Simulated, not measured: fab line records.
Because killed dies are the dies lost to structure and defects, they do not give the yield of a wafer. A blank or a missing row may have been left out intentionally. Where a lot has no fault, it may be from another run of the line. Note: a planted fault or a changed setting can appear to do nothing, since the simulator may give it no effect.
Matching of chambers    flow n5Finfet    4 sister chambers for N5_SD_EPI_N_ETCHBACK_44 on rieDiel-06
The step etches SiNx in CH3F/O2, stops on SiO2, target depth 14.5 nm. 4 wafers are shown with their chamber, then 7 later ones without.

## WAFERS PAIRED WITH THEIR CHAMBERS
wafer   chamber  drypumpMotorCurrentA (A)
L088.1  2        5.4
L088.5  3        4.8
L094.2  0        5.3
L094.3  1        6.5

## WAFERS MISSING THEIR CHAMBER
wafer   drypumpMotorCurrentA (A)
L094.5  6.4
L095.1  4.8
L095.2  6.4
L095.4  4.8
L097.1  5.4
L097.4  6.5
L097.5  6.4

## CHAMBER TAKEN BY EACH
wafer   from the rows above      in truth
L094.5  1                        1
L095.1  3                        3
L095.2  1                        1
L095.4  3                        3
L097.1  can't be placed: 2 or 0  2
L097.4  1                        1
L097.5  1                        1
Correct placement for 6 of the 7. Not placeable from these rows: 1 (in 1, the candidates include the true chamber). Placed wrongly: 0.
How it was worked out, from the rows above alone: a wafer's distance from a chamber is the root of the sum, over the readings, of the square of ((its reading less the chamber's mean) divided by the reading's scatter). The wafer belongs to the nearest chamber; if the next one is less than 2 further off, it can't be placed. A chamber's mean is the mean of its shown wafers. The scatter: root of mean squared gap, hidden wafer to nearest shown wafer, with one shown wafer a chamber.
